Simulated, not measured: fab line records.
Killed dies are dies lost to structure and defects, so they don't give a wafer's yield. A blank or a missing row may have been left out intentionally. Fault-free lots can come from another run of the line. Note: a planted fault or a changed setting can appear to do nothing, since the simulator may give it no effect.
A lot that was struck, set against a sound lot | flow n5Finfet | 16 out of 1938 route steps
Sound: these wafers, L970.1, L970.2, L970.4. Struck: wafer L975.4; the same lot's L975.2 was not struck, so it is left out; see the end for the cause.
Each step with rows lists, per side, the tool, then ch with its chambers, then its first start. Under that, the readings that differ: sound wafers | struck wafers | difference of the means | sigmas: that difference in standard deviations of wafers without a fault.
alike: readings with means less than 2 such deviations apart, plus words and numbers identical on both sides. not compared: withheld readings, readings lacking a value on some wafer, bounds such as >300 that could conceal the same value, and numbers that have no deviation in the record and whose values overlap.
The two part at a step that has a row with sigmas, a row that says differs or no value, or rows on one side only. Numbers that don't overlap but have no deviation are shown without sigmas and don't part them. Lack of a reading on every wafer of one side parts them only where that side has two or more wafers.

first, 1 step without rows for these wafers: N5_BEOL_M1_DEVELOP_27 (develop time 30 s).
N5_BEOL_M1_CD_MEAS_28: target cd y 23.3 nm.
  sound on cdSem-01 ch 0, day 6 18:00; struck on cdSem-01 ch 0, day 8 09:03
  alike: cdNm
N5_BEOL_M1_OVL_MEAS_29:
  sound on overlay-02 ch 0, day 6 18:02; struck on overlay-01 ch 0, day 8 09:05
  alike: V0_OVL
N5_BEOL_M1_INSPECT_30: inspects for defects (brightfield).
  sound on defectInspect-02 at day 6 18:05; struck on defectInspect-01 at day 8 09:08
  alike: rawDefectCount
N5_BEOL_M1_DESCUM_33: chemistry O2, time 7 s.
  sound on rieDiel-03 ch 1,3, day 6 18:07; struck on rieDiel-02 ch 2, day 8 09:23
reading                      | sound          | struck | difference | sigmas
showerheadPlenumPTorr (Torr) | 2.10 2.18 2.19 | 1.98   | -0.18      | -3
  alike: drypumpMotorCurrentA, oesProductAu, rfVppV, throttleValvePct
  not compared: rfHoursCounterH
then, 1 step without rows for these wafers: N5_BEOL_M1_ETCH_77 (etches underlayer in N2/H2, target depth 6.5 nm, time 5.2 s).
N5_BEOL_M1_ETCH_69: etches SiARC in CF4, target depth 15.6 nm, time 26 s.
  sound on rieDiel-03 ch 1,3, day 6 18:11; struck on rieDiel-02 ch 2, day 8 09:26
reading                      | sound          | struck | difference | sigmas
showerheadPlenumPTorr (Torr) | 2.15 2.23 2.23 | 2.04   | -0.16      | -3
  alike: cf4FlowSccm, drypumpMotorCurrentA, etchRfOnTimeS, mfcArSccm, oesProductAu, rfVppV, throttleValvePct
  not compared: rfHoursCounterH
N5_BEOL_M1_ALD_98: deposits SiO2, target thk 2.5 nm, pulse time 1 s, co reactant pulse time 1 s.
  sound on aldSin-04 ch 1,2,3, day 6 18:25; struck on aldSin-01 ch 3, day 8 09:31
  alike: heaterPowerW, precursorPulseHeightRel
N5_BEOL_M1_ETCHBACK_99: etches SiO2 in CHF3, target depth 5 nm, time 10.4 s.
  sound on rieDiel-02 ch 1,2,3, day 6 21:03; struck on rieDiel-02 ch 1, day 8 16:38
  alike: CHF3_flow_sccm, drypumpMotorCurrentA, mfcArSccm, oesProductAu, rfVppV, showerheadPlenumPTorr, throttleValvePct
  not compared: rfHoursCounterH
N5_BEOL_M1_ETCH_70: etches SOC in N2/H2, target depth 80 nm, overetch 16 nm, time 120 s.
  sound on rieDiel-02 ch 1,2,3, day 6 21:05; struck on rieDiel-02 ch 1, day 8 16:41
  alike: drypumpMotorCurrentA, oesProductAu, rfVppV, showerheadPlenumPTorr, throttleValvePct
  not compared: rfHoursCounterH
then, 2 steps without rows for these wafers: N5_BEOL_M1_STRIP_71 (strips in N2/H2); N5_BEOL_M1_STRIP_78 (strips in N2/H2).
N5_BEOL_M1_VIA_ETCH_34: etches the open film in C4F6/O2, target depth 67.8 nm, time 64.4 s.
  sound on rieDiel-02 ch 1,2,3, day 6 21:11; struck on rieDiel-02 ch 1, day 8 16:47
reading                                 | sound            | struck | difference | sigmas
oesProductAu (a.u.)                     | 0.70 0.83 0.69   | 1.03   | +0.29      | +3
model.etch.depthNm (nm)                 | 65.2 67.33 65.98 | 95.48  | +29.31     | 
model.SOC_of_BEOL_M1_COAT_67.thkNm (nm) | 52.2 52 52       | 48.8   | -3.3       | 
  alike: drypumpMotorCurrentA, mfcArSccm, rfVppV, showerheadPlenumPTorr, throttleValvePct
  not compared: rfHoursCounterH
then, 1 step without rows for these wafers: N5_BEOL_M1_STRIP_83 (strips in C4F6/O2).
N5_BEOL_M4_RC_MEAS_101:
  sound on prober-01 ch 0, day 8 20:47; struck on prober-02 ch 0, day 10 14:57
  alike: DIBL_N, DIBL_P, IOFF_N, IOFF_P, ION_N, ION_P, SS_N, SS_P, VT_N, VT_P
-- here the record skips 5 days between the struck wafers' starts before and after, leaving off in module BEOL_M4 and picking up in module PASSIVATION (first step shown: number 1936 of the route) --
N5_PASSIVATION_PROBE_49:
  sound on prober-01 at day 13 03:47; struck on prober-02 at day 15 03:11
  alike: defectLimitedYield, killed_at_M0_to_M3, killed_at_M4_up, killedAtContacts, killedAtFrontEnd, killedAtOther, killedDies, killedOnRim, killedOpen, killedShort, sort_bin_4_leakage, sort_bin_5_function, sort_bin_6_memory, sortNPass, sortYieldPct

== WHERE THEY PART ==
Last at N5_BEOL_M1_VIA_ETCH_34 as far as this record goes, first at N5_BEOL_M1_DESCUM_33. Later steps at which nothing parts them and some readings are alike: N5_BEOL_M4_RC_MEAS_101, N5_PASSIVATION_PROBE_49.

WHY: what had been put in by the simulator
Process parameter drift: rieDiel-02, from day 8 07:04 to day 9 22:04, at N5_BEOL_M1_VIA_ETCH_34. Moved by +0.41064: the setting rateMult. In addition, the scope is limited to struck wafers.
